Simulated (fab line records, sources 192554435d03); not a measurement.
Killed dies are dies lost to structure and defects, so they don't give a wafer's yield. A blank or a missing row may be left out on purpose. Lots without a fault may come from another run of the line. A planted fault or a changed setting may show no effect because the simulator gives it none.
fab line records | flow n5_finfet
record lots=5 wafers=15 last_day=20
route steps=1938 shown BEOL_M0_SAQP@683 BEOL_M0_CUTY@701 BEOL_M4@1111 PASSIVATION@1936
lots that met no fault: from a run of the same line without faults
start_h: hours from the record's first day to the start of the lot's first wafer shown | wait_h: hours since the lot's step before | " the same as in the row above | L1.1+2: a row that stands for several wafers | - no value, or no start given | * or withheld: withheld | < > ~ a bound
route shown NAME@n: a module of which the file shows steps, and the number in the route of the first | usual: mean/standard deviation of fault-free wafers | same: alike in all rows | chamber/n: place in a boat | sites: the reading at each site | _std_site: their standard deviation | _edge_site: outer sites' mean less inner sites' | radius_mm: how far each site lies from the wafer's centre | mask NAME#n: copy n | behind: the tool/chamber that last shaped the wafer | hold: why the lot was held/for how many hours/how that ended | device: the transistor (n, p or np) that didn't switch | end of line: the same wafers' tests at the end of the route | a step without rows: its recipe alone | killed: dies lost to structure and defects at the first sort, not the wafer's yield | map: a wafer's dies, x killed, . not, _ none there
set.NAME: the setting as run; set.NAME@STEP: as run at that earlier step | model.NAME: the simulator's own value behind a step, which no gauge read
lots at some steps of the route; a table a step, a row a wafer
services: from which hour (start_h, from the record's first day; less than 0 if before it) a tool's chamber was out of use, for how many hours, and why
## steps
# step N5_BEOL_M0_SAQP_COAT_34
# recipe resist=CAR-EUV spin_rpm=1500 resist_thk_nm=30
# step N5_BEOL_M0_SAQP_EBR_36
# recipe solvent=PGMEA ebr_width_mm=1.5
# step N5_BEOL_M0_SAQP_SOFTBAKE_35
# recipe temp_c=110 time_s=60 resist=CAR-EUV
# step N5_BEOL_M0_SAQP_EXPOSE_37
# recipe mask_id=M0_CUT1 na=0.33 source_shape=annular sigma_inner=0.35 sigma_outer=0.8 polarization=unpolarized target_cd_nm=30 dose_mj=44.75
# step N5_BEOL_M0_SAQP_PEB_38
# recipe peb_temp_c=100 peb_time_s=60 resist=CAR-EUV
# step N5_BEOL_M0_SAQP_DEVELOP_39
# recipe develop_time_s=30 developer=TMAH resist=CAR-EUV rinse_liquid=surfactant_rinse dry=air_spin dev_temp_c=23
# step N5_BEOL_M0_SAQP_CD_MEAS_40
# recipe target_cd_nm=30 landing_energy_ev=500 detector=se_inlens
# usual cd_nm=29.99/0.23
# columns lot.wafer tool chamber start_h wait_h cd_nm
L103.1 cd_sem-02 0 118.02 - 29.66
L103.3 " 0 " " 29.94
L103.5 " 0 " " 29.93
L105.2 cd_sem-01 0 127.87 - 29.76
L105.4 " 0 " " 29.89
L105.6 " 0 " " 30.19
L111.2 cd_sem-01 0 168.99 - 30.00
L111.3 " 0 " " 29.99
L111.4 " 0 " " 30.15
L119.1 cd_sem-02 0 210.25 - 30.12
L119.2 " 0 " " 29.92
L119.4 " 0 " " 30.06
L125.4 cd_sem-01 0 253.44 - 30.23
L125.5 " 0 " " 30.08
L125.6 " 0 " " 30.14
# step N5_BEOL_M0_SAQP_OVL_MEAS_41
# recipe points_per_wafer=522
# usual M0_CUT1_OVL=-0.1/0.67
# columns lot.wafer tool chamber start_h wait_h M0_CUT1_OVL[nm]
L103.1 overlay-02 0 118.05 0.0 -0.5
L103.3 " 0 " " -1.4
L103.5 " 0 " " -0.7
L105.2 overlay-02 0 127.90 0.0 0.3
L105.4 " 0 " " -0.2
L105.6 " 0 " " 0.6
L111.2 overlay-01 0 169.02 0.0 0.7
L111.3 " 0 " " -0.4
L111.4 " 0 " " 0.1
L119.1 overlay-02 0 210.28 0.0 0.7
L119.2 " 0 " " -0.2
L119.4 " 0 " " 0.0
L125.4 overlay-01 0 253.49 0.0 -0.2
L125.5 " 0 " " -0.6
L125.6 " 0 " " 0.7
# step N5_BEOL_M0_SAQP_INSPECT_42
# recipe mode=adi inspect_instrument=brightfield
# usual raw_defect_count=278/65
# columns lot.wafer tool chamber start_h wait_h raw_defect_count
L103.1 defect_inspect-01 - 118.11 0.1 230
L103.3 " - " " 324
L103.5 " - " " 228
L105.2 defect_inspect-02 - 127.96 0.0 387
L105.4 " - " " 325
L105.6 " - " " 234
L111.2 defect_inspect-02 - 169.07 0.0 259
L111.3 " - " " 366
L111.4 " - " " 334
L119.1 defect_inspect-01 - 210.34 0.1 334
L119.2 " - " " 318
L119.4 " - " " 418
L125.4 defect_inspect-02 - 253.53 0.0 429
L125.5 " - " " 255
L125.6 " - " " 314
# step N5_BEOL_M0_SAQP_DESCUM_45
# recipe chemistry=O2 time_s=7 source_power_w=50 bias_power_w=20 pressure_mtorr=20 rf_frequency_hz=2.712e+07 temp_c=40 resist=CAR-EUV o2_flow_sccm=225
# usual drypump_motor_current_A=5.7/0.49 o2_flow_sccm=224.9/0.71 oes_product_au=0.80/0.068 rf_vpp_V=243.0/1.3 showerhead_plenum_p_Torr=2.09/0.067 throttle_valve_pct=20.32/0.18
# columns lot.wafer tool chamber start_h wait_h drypump_motor_current_A o2_flow_sccm oes_product_au rf_hours_counter_h rf_vpp_V showerhead_plenum_p_Torr throttle_valve_pct
L103.1 rie_diel-05 3 118.15 0.0 6.1 224.9 0.79 126 242.9 2.12 20.40
L103.3 " 1 " " 6.5 223.1 0.67 245 242.7 2.06 20.54
L103.5 " 0 " " 5.6 225.4 0.72 - 242.3 2.09 20.60
L105.2 rie_diel-03 3 127.99 0.0 5.1 224.4 0.85 73 244.2 2.21 20.34
L105.4 " 2 " " 6.2 225.4 0.78 149 241.9 2.00 20.03
L105.6 " 2 " " 6.1 224.2 0.76 - 243.9 2.00 20.02
L111.2 rie_diel-05 2 169.11 0.0 4.8 224.8 0.87 46 244.0 2.13 20.22
L111.3 " 3 " " 6.1 225.3 0.78 145 243.5 2.11 20.43
L111.4 " 0 " " 5.6 224.9 0.71 202 242.7 2.08 20.63
L119.1 rie_diel-06 3 211.10 0.8 5.7 224.5 0.74 166 245.9 2.16 20.28
L119.2 " 2 " " 6.1 225.0 0.76 119 242.5 2.12 20.73
L119.4 " 0 " " 5.9 225.5 0.73 172 245.2 2.16 20.21
L125.4 rie_diel-03 3 253.56 0.0 5.1 225.2 0.80 112 245.3 2.19 20.37
L125.5 " 2 " " 6.1 224.8 0.73 - 242.8 1.99 20.09
L125.6 " 1 " " 5.4 225.1 0.86 - 241.6 2.03 20.15
# step N5_BEOL_M0_SAQP_ETCH_88
# recipe chemistry=N2/H2 target=underlayer target_depth_a=65 time_s=5.2 ion_energy_ev=200 mask_material=CAR-EUV pressure_mtorr=30 source_w=840 bias_w=150 n2_flow_sccm=200 h2_flow_sccm=200 ends=cleared
# usual drypump_motor_current_A=5.7/0.49 etch_rf_on_time_s=5.17/0.12 oes_product_au=0.68/0.059 rf_vpp_V=523.6/2.7 showerhead_plenum_p_Torr=2.54/0.082 throttle_valve_pct=17.74/0.22
# columns lot.wafer tool chamber start_h wait_h drypump_motor_current_A etch_rf_on_time_s oes_product_au rf_hours_counter_h rf_vpp_V showerhead_plenum_p_Torr throttle_valve_pct
L103.1 rie_diel-05 3 118.18 0.0 6.1 5.16 0.68 126 523.0 2.56 17.90
L103.3 " 1 " " 6.5 5.06 0.58 245 520.1 2.50 18.02
L103.5 " 0 " " 5.6 5.32 0.61 - 524.4 2.52 17.91
L105.2 rie_diel-03 3 128.03 0.0 5.1 5.35 0.71 73 528.0 2.68 17.80
L105.4 " 2 " " 6.2 5.02 0.66 149 521.1 2.44 17.50
L105.6 " 2 " " 6.1 5.05 0.66 - 521.4 2.44 17.48
L111.2 rie_diel-05 2 169.14 0.0 4.9 5.22 0.74 46 526.4 2.59 17.57
L111.3 " 3 " " 6.1 5.17 0.66 145 522.7 2.55 17.91
L111.4 " 0 " " 5.6 5.26 0.61 202 523.1 2.51 17.97
L119.1 rie_diel-06 3 211.13 0.0 5.7 5.34 0.63 166 525.1 2.63 17.74
L119.2 " 2 " " 6.1 5.26 0.66 119 523.4 2.56 18.15
L119.4 " 0 " " 5.9 5.03 0.65 172 527.2 2.65 17.71
L125.4 rie_diel-03 3 253.59 0.0 5.1 5.38 0.67 112 526.1 2.66 17.91
L125.5 " 2 " " 6.1 5.11 0.63 - 519.9 2.43 17.58
L125.6 " 1 " " 5.4 5.00 0.73 - 523.1 2.46 17.43
# step N5_BEOL_M0_SAQP_ETCH_73
# recipe chemistry=CF4 target=SiARC target_depth_a=195 mask_material=CAR-EUV time_s=32.5 ion_energy_ev=80 pressure_mtorr=40 source_w=545 bias_w=36 Ar_flow_sccm=100 cf4_flow_sccm=100 ends=cleared
# step N5_BEOL_M0_SAQP_CUT_ETCH_46
# recipe chemistry=N2/H2 target=SOC target_depth_a=1350 overetch_a=270 temp_c=40 time_s=202.5 ion_energy_ev=200 mask_material=SiARC pressure_mtorr=30 source_w=840 bias_w=150 n2_flow_sccm=200 h2_flow_sccm=200
# usual drypump_motor_current_A=5.7/0.49 rf_vpp_V=523.7/2.4 showerhead_plenum_p_Torr=2.54/0.081 throttle_valve_pct=17.70/0.22
# columns lot.wafer tool chamber start_h wait_h drypump_motor_current_A rf_hours_counter_h rf_vpp_V showerhead_plenum_p_Torr throttle_valve_pct
L103.1 rie_diel-05 3 118.23 0.0 6.1 127 524.5 2.56 17.84
L103.3 " 1 " " 6.5 245 522.9 2.50 17.95
L103.5 " 0 " " 5.6 - 524.2 2.52 17.90
L105.2 rie_diel-03 3 128.07 0.0 5.1 73 528.5 2.68 17.78
L105.4 " 2 " " 6.1 149 520.5 2.44 17.44
L105.6 " 2 " " 6.1 - 520.3 2.44 17.45
L111.2 rie_diel-05 2 169.19 0.0 4.9 46 526.4 2.59 17.50
L111.3 " 3 " " 6.1 145 525.1 2.55 17.86
L111.4 " 0 " " 5.6 203 523.6 2.52 17.91
L119.1 rie_diel-06 3 211.18 0.0 5.7 166 525.8 2.63 17.71
L119.2 " 2 " " 6.0 119 525.5 2.56 18.12
L119.4 " 0 " " 5.9 172 529.2 2.65 17.65
L125.4 rie_diel-03 3 253.64 0.0 5.1 112 527.6 2.67 17.88
L125.5 " 2 " " 6.2 - 520.0 2.43 17.52
L125.6 " 1 " " 5.4 - 523.1 2.46 17.40
# step N5_BEOL_M0_SAQP_STRIP_74
# recipe chemistry=N2/H2 temp_c=40 n2_flow_sccm=200 h2_flow_sccm=200 rf_frequency_hz=6e+07
# step N5_BEOL_M0_SAQP_STRIP_89
# recipe chemistry=N2/H2 temp_c=40 n2_flow_sccm=200 h2_flow_sccm=200 rf_frequency_hz=6e+07
# step N5_BEOL_M0_SAQP_ALD_48
# recipe material=SiO2 target_thk_a=200 temp_c=100 ald_precursor_family=BDEAS ald_co_reactant=O2-plasma pulse_time_s=1 co_reactant_pulse_time_s=1 purge_time_s=2 co_reactant_purge_time_s=2 ald_cycles=139 pressure_torr=2
# step N5_BEOL_M0_SAQP_ETCH_49
# recipe chemistry=CF4/O2 target_depth_a=370 target=SiO2 pressure_mtorr=40 source_w=535 bias_w=49 Ar_flow_sccm=100 cf4_flow_sccm=100 O2_flow_sccm=10 ion_energy_ev=100
# usual drypump_motor_current_A=5.7/0.41 oes_product_au=0.79/0.063 rf_vpp_V=241/5 showerhead_plenum_p_Torr=2.20/0.079 throttle_valve_pct=15.82/0.16
# columns lot.wafer tool chamber start_h wait_h drypump_motor_current_A oes_product_au rf_hours_counter_h rf_vpp_V showerhead_plenum_p_Torr throttle_valve_pct
L103.1 rie_diel-05 3 119.28 0.4 6.1 0.78 127 245 2.20 15.69
L103.3 " 1 " " 6.5 0.66 245 246 2.17 16.02
L103.5 " 1 " " 6.5 0.67 - 246 2.17 16.03
L105.2 rie_diel-06 0 128.81 0.3 5.9 0.77 146 243 2.30 15.70
L105.4 " 2 " " 6.0 0.80 95 236 2.23 16.00
L105.6 " 2 " " 6.0 0.79 - 236 2.23 15.98
L111.2 rie_diel-06 1 169.93 0.3 5.6 0.81 117 242 2.05 15.94
L111.3 " 2 " " 6.0 0.78 108 235 2.22 16.03
L111.4 " 0 " " 5.9 0.75 160 244 2.29 15.75
L119.1 rie_diel-03 2 211.98 0.3 6.1 0.74 177 242 2.11 15.60
L119.2 " 0 " " 5.5 0.75 174 247 2.19 15.72
L119.4 " 3 " " 5.1 0.82 99 237 2.32 15.87
L125.4 rie_diel-06 3 254.85 0.8 5.7 0.74 178 246 2.29 15.91
L125.5 " 3 " " 5.7 0.73 - 246 2.29 15.88
L125.6 " 2 " " 6.0 0.75 - 235 2.22 16.06
# step N5_BEOL_M0_SAQP_STRIP_75
# recipe chemistry=CF4 resist=SiARC power_w=300 bias_power_w=75 pressure_mtorr=50 cf4_flow_sccm=150 rf_frequency_hz=6e+07
# usual drypump_motor_current_A=5.7/0.41 oes_product_au=0.182/0.014 rf_vpp_V=271.0/1.6 showerhead_plenum_p_Torr=1.80/0.062 throttle_valve_pct=13.56/0.17
# columns lot.wafer tool chamber start_h wait_h drypump_motor_current_A oes_product_au rf_hours_counter_h rf_vpp_V showerhead_plenum_p_Torr throttle_valve_pct
L103.1 rie_diel-05 3 119.38 0.1 6.1 0.189 127 271.7 1.79 13.43
L103.3 " 1 " " 6.5 0.155 245 271.0 1.76 13.81
L103.5 " 1 " " 6.5 0.159 - 271.4 1.76 13.79
L105.2 rie_diel-06 0 128.91 0.1 5.9 0.173 146 272.9 1.88 13.52
L105.4 " 2 " " 6.1 0.181 95 271.3 1.81 13.68
L105.6 " 2 " " 6.1 0.183 - 273.6 1.81 13.67
L111.2 rie_diel-06 1 170.03 0.1 5.6 0.180 117 268.6 1.68 13.72
L111.3 " 2 " " 6.0 0.182 108 271.6 1.80 13.70
L111.4 " 0 " " 5.9 0.178 160 272.3 1.88 13.55
L119.1 rie_diel-03 2 212.08 0.1 6.1 0.171 177 270.3 1.72 13.36
L119.2 " 0 " " 5.5 0.176 174 270.1 1.79 13.53
L119.4 " 3 " " 5.1 0.192 99 273.3 1.89 13.61
L125.4 rie_diel-06 3 254.95 0.1 5.7 0.160 178 272.3 1.85 13.61
L125.5 " 3 " " 5.7 0.169 - 272.1 1.85 13.60
L125.6 " 2 " " 6.1 0.181 - 270.0 1.80 13.76
# step N5_BEOL_M0_CUTY_COAT_50
# recipe resist=SiARC temp_c=220 time_s=60 spin_rpm=1500 resist_thk_nm=15
# step N5_BEOL_M0_CUTY_COAT_51
# recipe resist=CAR-ArF-block spin_rpm=1500 resist_thk_nm=150
# step N5_BEOL_M0_CUTY_EBR_52
# recipe solvent=PGMEA ebr_width_mm=1.5
# step N5_BEOL_M0_CUTY_SOFTBAKE_53
# recipe temp_c=110 time_s=60 resist=CAR-ArF-block
# step N5_BEOL_M0_CUTY_EXPOSE_54
# recipe mask_id=M0_ABLK na=1.35 source_shape=conventional sigma_outer=0.8 polarization=unpolarized dose_mj=36
# step N5_BEOL_M0_CUTY_PEB_55
# recipe peb_temp_c=110 peb_time_s=60 resist=CAR-ArF-block
# step N5_BEOL_M0_CUTY_DEVELOP_56
# recipe develop_time_s=30 developer=TMAH resist=CAR-ArF-block rinse_liquid=diw dry=air_spin dev_temp_c=23
# step N5_BEOL_M0_CUTY_CD_MEAS_57
# recipe target_cd_nm=200 landing_energy_ev=500 detector=se_inlens polarity=line
# usual cd_nm=201.0/1
# columns lot.wafer tool chamber start_h wait_h cd_nm
L103.1 cd_sem-01 0 119.77 - 201.1
L103.3 " 0 " " 201.5
L103.5 " 0 " " 200.7
L105.2 cd_sem-01 0 129.18 - 202.8
L105.4 " 0 " " 200.7
L105.6 " 0 " " 202.2
L111.2 cd_sem-01 0 170.42 - 199.8
L111.3 " 0 " " 198.3
L111.4 " 0 " " 199.9
L119.1 cd_sem-01 0 212.47 - 199.9
L119.2 " 0 " " 199.0
L119.4 " 0 " " 200.6
L125.4 cd_sem-01 0 255.22 - 201.6
L125.5 " 0 " " 201.2
L125.6 " 0 " " 201.9
# step N5_BEOL_M0_CUTY_OVL_MEAS_58
# recipe points_per_wafer=44
# usual M0_ABLK_OVL=-0.6/0.71
# columns lot.wafer tool chamber start_h wait_h M0_ABLK_OVL[nm]
L103.1 overlay-01 0 119.80 0.0 -0.5
L103.3 " 0 " " -0.6
L103.5 " 0 " " 0.2
L105.2 overlay-02 0 129.21 0.0 1.1
L105.4 " 0 " " -0.3
L105.6 " 0 " " -0.8
L111.2 overlay-02 0 170.45 0.0 0.4
L111.3 " 0 " " 0.2
L111.4 " 0 " " -0.9
L119.1 overlay-01 0 212.50 0.0 -1.2
L119.2 " 0 " " -0.1
L119.4 " 0 " " -0.1
L125.4 overlay-01 0 255.25 0.0 -0.3
L125.5 " 0 " " -0.5
L125.6 " 0 " " -1.5
# step N5_BEOL_M0_CUTY_INSPECT_59
# recipe mode=adi inspect_instrument=macro
# usual raw_defect_count=2.1/1.6
# columns lot.wafer tool chamber start_h wait_h raw_defect_count
L103.1 defect_inspect-01 - 119.83 0.0 4
L103.3 " - " " 2
L103.5 " - " " 4
L105.2 defect_inspect-01 - 129.24 0.0 3
L105.4 " - " " 1
L105.6 " - " " 0
L111.2 defect_inspect-02 - 170.47 0.0 4
L111.3 " - " " 3
L111.4 " - " " 27
L119.1 defect_inspect-02 - 212.53 0.0 2
L119.2 " - " " 2
L119.4 " - " " 5
L125.4 defect_inspect-02 - 255.28 0.0 2
L125.5 " - " " 1
L125.6 " - " " 4
# step N5_BEOL_M0_CUTY_DESCUM_61
# recipe chemistry=O2 time_s=7.9 source_power_w=50 bias_power_w=20 pressure_mtorr=20 rf_frequency_hz=2.712e+07 temp_c=40 resist=CAR-ArF-block o2_flow_sccm=225
# usual drypump_motor_current_A=5.7/0.39 o2_flow_sccm=225.1/0.66 oes_product_au=0.78/0.084 rf_vpp_V=243.2/1.5 showerhead_plenum_p_Torr=2.09/0.087 throttle_valve_pct=20.32/0.19
# columns lot.wafer tool chamber start_h wait_h drypump_motor_current_A o2_flow_sccm oes_product_au rf_hours_counter_h rf_vpp_V showerhead_plenum_p_Torr throttle_valve_pct
L103.1 rie_diel-02 0 119.86 0.0 5.3 226.5 0.74 165 242.7 2.08 20.19
L103.3 " 2 " " 5.9 225.5 0.70 204 242.5 1.98 20.62
L103.5 " 1 " " 5.7 225.0 0.80 - 240.7 2.01 20.24
L105.2 rie_diel-01 0 129.27 0.0 4.9 225.6 0.74 177 242.7 2.10 20.59
L105.4 " 3 " " 4.9 225.6 0.90 38 244.1 2.23 20.15
L105.6 " 2 " " 6.4 223.8 0.91 - 246.2 2.24 20.31
L111.2 rie_diel-02 0 170.51 0.0 5.3 225.7 0.74 182 243.3 2.07 20.22
L111.3 " 3 " " 5.7 225.1 0.69 230 244.9 2.15 20.27
L111.4 " 1 " " 5.7 226.0 0.79 129 242.9 2.01 20.28
L119.1 rie_diel-02 0 212.56 0.0 5.3 223.9 0.72 195 241.8 2.07 20.24
L119.2 " 2 " " 5.9 224.4 0.68 235 239.9 1.97 20.67
L119.4 " 1 " " 5.7 225.2 0.77 144 241.4 2.00 20.29
L125.4 rie_diel-04 0 255.38 0.1 5.7 224.3 0.87 53 245.4 2.20 20.15
L125.5 " 0 " " 5.7 223.7 0.87 - 244.8 2.20 20.15
L125.6 " 1 " " 6.4 225.7 0.71 - 243.3 2.13 20.48
# step N5_BEOL_M4_RC_MEAS_101
# usual DIBL_N=36.7/1.8 DIBL_P=37.0/2.4 IOFF_N=0.17/0.036 IOFF_P=0.22/0.042 ION_N=673/12 ION_P=462/8.5 SS_N=71.7/0.62 SS_P=73.4/0.65 VT_N=250/3.7 VT_P=-250/3.7
# columns lot.wafer tool chamber start_h wait_h DIBL_N[mV/V] DIBL_P[mV/V] IOFF_N[nA/um] IOFF_P[nA/um] ION_N[uA/um] ION_P[uA/um] SS_N[mV/dec] SS_P[mV/dec] VT_N[mV] VT_P[mV]
L103.1 prober-02 0 188.41 0.0 39.1 40.7 0.22 0.28 691 466 72.4 74.2 246 -246
L103.3 " 0 " " 36.9 37.5 0.17 0.22 682 458 71.5 74.2 248 -248
L103.5 " 0 " " 37.7 38.7 0.18 0.22 676 456 72.0 73.9 249 -250
L105.2 prober-02 0 212.04 0.2 38.0 37.8 0.19 0.25 668 468 72.2 73.8 247 -246
L105.4 " 0 " " 37.3 37.7 0.17 0.25 691 476 72.1 73.3 248 -247
L105.6 " 0 " " 37.4 36.1 0.16 0.22 666 460 71.7 72.8 252 -249
L111.2 prober-01 0 237.86 0.2 38.3 38.7 0.21 0.30 680 474 72.5 73.0 247 -242
L111.3 " 0 " " 34.6 34.8 0.15 0.23 677 479 71.1 72.4 247 -241
L111.4 " 0 " " 36.7 37.2 0.18 0.27 677 472 71.8 73.1 248 -245
L119.1 prober-02 0 282.67 0.0 41.1 42.3 0.28 0.34 690 472 72.6 74.6 242 -242
L119.2 " 0 " " 37.4 39.0 0.19 0.27 685 476 71.9 73.4 242 -244
L119.4 " 0 " " 40.6 43.1 0.30 0.37 707 482 72.6 74.9 239 -240
L125.4 prober-01 0 356.19 0.5 36.3 36.1 0.16 0.21 686 465 71.9 73.1 248 -249
L125.5 " 0 " " 36.5 35.6 0.15 0.20 675 464 71.0 73.1 249 -253
L125.6 " 0 " " 34.9 32.6 0.12 0.15 663 445 71.7 72.3 255 -255
# step N5_PASSIVATION_PROBE_49
# usual defect_limited_yield=91.1/1.4 killed_at_M0_to_M3=32/9.3 killed_at_M4_up=13/5.8 killed_at_contacts=12/6.3 killed_at_front_end=44/12 killed_at_other=3.6/2.7 killed_dies=104/17 killed_open=69/13 killed_short=34/6.9 sort_bin_4_leakage=0.00/0.031 sort_bin_5_function=5.2/0.98 sort_bin_6_memory=3.3/0.59 sort_n_pass=1075/17 sort_yield_pct=91.1/1.4
# same gross_dies=1180 killed_at_back_side=0 sort_bin_8_speed[%]=0
# columns lot.wafer tool chamber start_h wait_h defect_limited_yield[%] killed_at_M0_to_M3 killed_at_M4_up killed_at_contacts killed_at_front_end killed_at_other killed_dies killed_open killed_short sort_bin_4_leakage[%] sort_bin_5_function[%] sort_bin_6_memory[%] sort_n_pass sort_yield_pct[%]
L111.2 prober-02 - 340.37 0.1 90.3 45 11 11 46 2 115 76 38 0 6.7 2.8 1065 90.3
L111.3 prober-02 - 340.42 0.1 91.2 28 13 7 49 7 104 63 39 0 5.3 3.0 1076 91.2
L111.4 prober-02 - 340.47 0.2 92.0 33 9 16 32 4 94 42 32 0 4.7 2.6 1086 92.0
# killed by level:class
L111.2 STI_FIN_REVEAL:geometric_particle:open=14 MOL_CONTACT_COAG:geometric_particle:open=10 BEOL_M0_SAQP:geometric_particle:open=10 FIN_SAQP:geometric_particle:short=8 FIN_SAQP:geometric_particle:open=7 BEOL_M0_SAQP:geometric_particle:short=7 BEOL_M3:geometric_particle:open=7 BEOL_M2:geometric_particle:open=6
L111.3 FIN_SAQP:geometric_particle:open=11 FIN_SAQP:geometric_particle:short=11 STI_FIN_REVEAL:geometric_particle:open=9 MOL_CONTACT_COAG:geometric_particle:open=7 STI_FIN_REVEAL:geometric_particle:short=6 BEOL_M0_SAQP:geometric_particle:open=6 BEOL_M5:geometric_particle:open=5 PASS1_CAP:geometric_particle:short=5
L111.4 BEOL_M0_SAQP:unspecified=19 MOL_CONTACT_COAG:geometric_particle:open=12 FIN_SAQP:geometric_particle:open=8 FIN_SAQP:geometric_particle:short=8 MOL_CONTACT_COAG:geometric_particle:short=4 BEOL_M0_SAQP:geometric_particle:short=4 STI_FIN_REVEAL:geometric_particle:open=3 PASS1_CAP:geometric_particle:short=3
## services
# columns tool chamber start_h hours kind
rie_diel-06 1 99.01 14.3 repair
rie_diel-03 2 102.53 7.6 repair
rie_diel-04 1 107.92 4.6 repair
rie_diel-05 1 134.88 12.3 repair
rie_diel-06 1 142.70 5.8 repair
rie_diel-05 1 150.32 - clean
rie_diel-05 1 150.32 - consumable_replace:focus_ring
rie_diel-05 1 150.32 18.0 scheduled_down
rie_diel-05 1 150.32 18.0 vent_cycle
rie_diel-04 2 158.20 4.0 repair
rie_diel-06 2 160.23 3.0 repair
rie_diel-05 - 171.20 2.8 pm
rie_diel-04 1 175.91 66.9 repair
rie_diel-06 - 190.75 2.8 pm
rie_diel-05 0 192.21 5.8 repair
rie_diel-05 - 195.70 0.7 repair
rie_diel-01 - 218.42 14.6 pm
rie_diel-02 3 223.86 - clean
rie_diel-02 3 223.86 - consumable_replace:focus_ring
rie_diel-02 3 223.86 20.6 scheduled_down
rie_diel-02 3 223.86 20.6 vent_cycle
rie_diel-03 2 225.59 2.0 repair
rie_diel-05 0 241.22 3.8 repair
rie_diel-02 2 244.49 - clean
## key
first_sign step=N5_BEOL_M0_CUTY_INSPECT_59 reading=raw_defect_count direction=up sigmas=16 usual=2.1 struck=27
effect none on later readings
met_at N5_BEOL_M0_SAQP_CUT_ETCH_46
struck_wafers L111.4
onset_between 118.23 169.19
fault kind=chamber_particle_source tool=rie_diel-05 chamber=0 onset_h=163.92 steps=N5_BEOL_M0_SAQP_CUT_ETCH_46 rate_per_visit_cm2=0.039616 end_h=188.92
